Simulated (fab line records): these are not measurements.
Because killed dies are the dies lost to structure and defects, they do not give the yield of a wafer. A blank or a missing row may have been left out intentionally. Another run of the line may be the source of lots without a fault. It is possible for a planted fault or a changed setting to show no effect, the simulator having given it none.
Lot-split experiment :: flow n5 finfet :: 21 wafers read across 7 lots, on a route 1938 steps long

## THE SPLIT
At N5_FIN_SAQP_PECVD_06 (deposits a-Si from SiH4/He, target thk 60 nm, time 48.1 s), the setting time s was moved away from the recipe's 48.1 s on 10 of the 21 wafers read, by -13.7% to +11.8%. For the rest of the wafers, this setting stayed at what the recipe calls for.

## FROM THE SPLIT TO THE READING: what the file shows between them, 8 steps
- N5_FIN_SAQP_THK_MEAS_07
- N5_FIN_SAQP_PEB_14: peb time 60 s (also split here: peb time s)
- N5_FIN_SAQP_DEVELOP_15: develop time 30 s
- N5_FIN_SAQP_CD_MEAS_16: target cd 35.6 nm
- N5_FIN_SAQP_ETCH_52: etches SOC in N2/H2, target depth 100 nm, overetch 20 nm, time 150 s
- N5_FIN_SAQP_STRIP_53: strips in N2/H2
- N5_FIN_SAQP_HM_OPEN_73: chemistry CHF3/O2, target SiO2, stops on a-Si, target depth 12 nm, time 16.8 s
- N5_FIN_SAQP_STRIP_74: strips in CHF3/O2

## THE READING
etch.depth nm (the simulator's own value, which no gauge read), in nm, at N5_FIN_SAQP_MANDREL_ETCH_22 (etches a-Si in HBr/Cl2, stops on SiNx, target depth 60 nm, bt time 10 s, time 30 s). There is no usual value for it anywhere in the file. The 11 wafers here that ran the recipe average 60.43 nm, standard deviation 0.82 nm.

wafer: L077.2
tool, chamber at the split: pecvd-04, 2
time s as run, s: 50.43
against the recipe: +4.8%
etch.depth nm, nm: 62.87
against lot-mates on the recipe: +1.21

wafer: L077.5
tool, chamber at the split: pecvd-04, 0
time s as run, s: 48.1
against the recipe: recipe
etch.depth nm, nm: 61.66
against lot-mates on the recipe: -

wafer: L077.6
tool, chamber at the split: pecvd-04, 1
time s as run, s: 50.43
against the recipe: +4.8%
etch.depth nm, nm: 62.1
against lot-mates on the recipe: +0.44

wafer: L080.2
tool, chamber at the split: pecvd-04, 0
time s as run, s: 48.1
against the recipe: recipe
etch.depth nm, nm: 60.39
against lot-mates on the recipe: -

wafer: L080.3
tool, chamber at the split: pecvd-04, 1
time s as run, s: 48.1
against the recipe: recipe
etch.depth nm, nm: 58.5
against lot-mates on the recipe: -

wafer: L080.5
tool, chamber at the split: pecvd-04, 0
time s as run, s: 48.1
against the recipe: recipe
etch.depth nm, nm: 61.09
against lot-mates on the recipe: -

wafer: L083.1
tool, chamber at the split: pecvd-01, 2
time s as run, s: 42.28
against the recipe: -12.1%
etch.depth nm, nm: 53.47
against lot-mates on the recipe: no lot-mate on the recipe

wafer: L083.2
tool, chamber at the split: pecvd-01, 0
time s as run, s: 42.28
against the recipe: -12.1%
etch.depth nm, nm: 53.43
against lot-mates on the recipe: no lot-mate on the recipe

wafer: L083.6
tool, chamber at the split: pecvd-01, 1
time s as run, s: 42.28
against the recipe: -12.1%
etch.depth nm, nm: 53.36
against lot-mates on the recipe: no lot-mate on the recipe

wafer: L087.2
tool, chamber at the split: pecvd-01, 0
time s as run, s: 41.53
against the recipe: -13.7%
etch.depth nm, nm: 52.13
against lot-mates on the recipe: -7.85

wafer: L087.3
tool, chamber at the split: pecvd-01, 2
time s as run, s: 48.1
against the recipe: recipe
etch.depth nm, nm: 59.88
against lot-mates on the recipe: -

wafer: L087.6
tool, chamber at the split: pecvd-01, 1
time s as run, s: 48.1
against the recipe: recipe
etch.depth nm, nm: 60.08
against lot-mates on the recipe: -

wafer: L088.3
tool, chamber at the split: pecvd-03, 2
time s as run, s: 48.1
against the recipe: recipe
etch.depth nm, nm: 60.64
against lot-mates on the recipe: -

wafer: L088.4
tool, chamber at the split: pecvd-03, 0
time s as run, s: 53.77
against the recipe: +11.8%
etch.depth nm, nm: 67.88
against lot-mates on the recipe: +7.24

wafer: L088.5
tool, chamber at the split: pecvd-03, 1
time s as run, s: 53.77
against the recipe: +11.8%
etch.depth nm, nm: 67.39
against lot-mates on the recipe: +6.75

wafer: L093.2
tool, chamber at the split: pecvd-01, 2
time s as run, s: 53.3
against the recipe: +10.8%
etch.depth nm, nm: 65.47
against lot-mates on the recipe: +4.96

wafer: L093.4
tool, chamber at the split: pecvd-01, 0
time s as run, s: 53.3
against the recipe: +10.8%
etch.depth nm, nm: 67.38
against lot-mates on the recipe: +6.87

wafer: L093.6
tool, chamber at the split: pecvd-01, 1
time s as run, s: 48.1
against the recipe: recipe
etch.depth nm, nm: 60.51
against lot-mates on the recipe: -

wafer: L095.2
tool, chamber at the split: pecvd-04, 0
time s as run, s: 48.1
against the recipe: recipe
etch.depth nm, nm: 59.83
against lot-mates on the recipe: -

wafer: L095.4
tool, chamber at the split: pecvd-04, 2
time s as run, s: 48.1
against the recipe: recipe
etch.depth nm, nm: 60.73
against lot-mates on the recipe: -

wafer: L095.5
tool, chamber at the split: pecvd-04, 0
time s as run, s: 48.1
against the recipe: recipe
etch.depth nm, nm: 61.37
against lot-mates on the recipe: -

THE FIT
A straight line over all 21 wafers: etch.depth nm changes by +0.581 nm for each +1% of time s; r = +0.99; the points scatter about the line by 0.77 nm.
The same after taking each lot's own level away (the mean of its wafers on the recipe; 18 wafers): +0.558 nm for each +1%; r = +0.97; scatter 0.93 nm.
On that fit, the largest move of time s shifts the reading by 7.6 nm.
The span of the lots' own levels, 59.980 to 61.660 nm, comes to 2.0 times the standard deviation stated above.
Hence the lot-to-lot level has little effect on the slope; both slopes agree.
Check: with one of the wafers moved furthest among these (-13.7%) left out of the fit, the line predicts -7.78 nm for it against its lot-mates. It came out at -7.85 nm against them.

## FURTHER SPLITS ON THESE WAFERS
Other splits were also applied to these wafers ahead of the reading. Each is held against what the fit with the lots' levels taken away leaves over:
other split on the same wafers: N5_FIN_SAQP_PEB_14 peb time s
wafers away from the commonest value: 12
r with etch.depth nm (lot level and that fit taken away): +0.10

## THE WHOLE CHAIN: every reading that the file lists as answering this split, in the file's order
step: N5_FIN_SAQP_PECVD_06
what it does: deposits a-Si from SiH4/He, target thk 60 nm, time 48.1 s
reading: a-Si_of_FIN_SAQP_PECVD_06.thk nm (the simulator's own value, which no gauge read)
change (the file's fit): +0.557 nm for each +1% of the setting
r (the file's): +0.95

step: N5_FIN_SAQP_THK_MEAS_07
what it does: 
reading: thk nm
change (the file's fit): withheld for each +1% of the setting
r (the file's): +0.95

step: N5_FIN_SAQP_HM_OPEN_73
what it does: chemistry CHF3/O2, target SiO2, stops on a-Si, target depth 12 nm, time 16.8 s
reading: a-Si_of_FIN_SAQP_PECVD_06.thk nm (the simulator's own value, which no gauge read)
change (the file's fit): +0.553 nm for each +1% of the setting
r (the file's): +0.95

step: N5_FIN_SAQP_MANDREL_ETCH_22
what it does: etches a-Si in HBr/Cl2, stops on SiNx, target depth 60 nm, bt time 10 s, time 30 s
reading: etch.depth nm (the simulator's own value, which no gauge read)
change (the file's fit): +0.553 nm for each +1% of the setting
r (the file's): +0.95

## THE FILE'S OWN FIT
etch.depth nm changes by +0.553 nm for each +1% of time s, r = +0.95.
